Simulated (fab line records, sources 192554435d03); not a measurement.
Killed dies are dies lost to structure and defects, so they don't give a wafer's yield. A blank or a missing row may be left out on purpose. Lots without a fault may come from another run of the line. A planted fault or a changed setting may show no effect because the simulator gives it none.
Which tool did it? | flow n5_finfet | 11 lots, 33 wafers sampled, at 1 step of a route of 1938

WHAT THE GAUGES READ, wafer by wafer
N5_BEOL_M8_THK_MEAS_01.
lot  | measured     | on            | M8_ILD_THK (nm)
L939 | day 9 07:13  | film_metro-01 | 151.5 153.3 154.7
L942 | day 9 14:22  | film_metro-02 | 153.4 156.8 156.1
L941 | day 9 19:13  | film_metro-01 | 154.0 156.5 157.6
L940 | day 9 20:43  | film_metro-01 | 154.1 156.5 155.5
L943 | day 9 23:22  | film_metro-01 | 153.6 155.2 157.5
L956 | day 13 19:11 | film_metro-02 | 155.4 152.6 159.0
L957 | day 14 03:09 | film_metro-02 | 149.7 150.5 156.0
L959 | day 14 09:19 | film_metro-02 | 153.1 152.3 156.3
L958 | day 14 10:40 | film_metro-02 | 156.3 152.8 159.3
L960 | day 14 19:27 | film_metro-02 | 154.1 154.1 155.9
L961 | day 15 06:37 | film_metro-02 | 152.7 157.4 154.7

WHICH TOOL RAN EACH LOT (tool, then ch and the chambers of the sampled wafers, then the start)
The record holds no process step before these readings.

THE ANSWER, worked out from the rows above alone
Rule: what is usual is taken from the lots themselves. Put in order of their means at a reading, lots are off if they are a third of the lots or fewer, leave a main group of 4 or more, and stand apart from it by a gap of 3 or more times the standard deviation of the main group's means; of several such gaps the widest counts. A main group whose means are all the same, to the digits that the tables above print for the reading, isn't used. A lot without any number at a reading at which 4 lots or more have one is off too. The other lots that the step has rows for count as sound.
No lot is off at any reading shown: from this, nothing can be told.

WHAT THE SIMULATOR HAD PUT IN
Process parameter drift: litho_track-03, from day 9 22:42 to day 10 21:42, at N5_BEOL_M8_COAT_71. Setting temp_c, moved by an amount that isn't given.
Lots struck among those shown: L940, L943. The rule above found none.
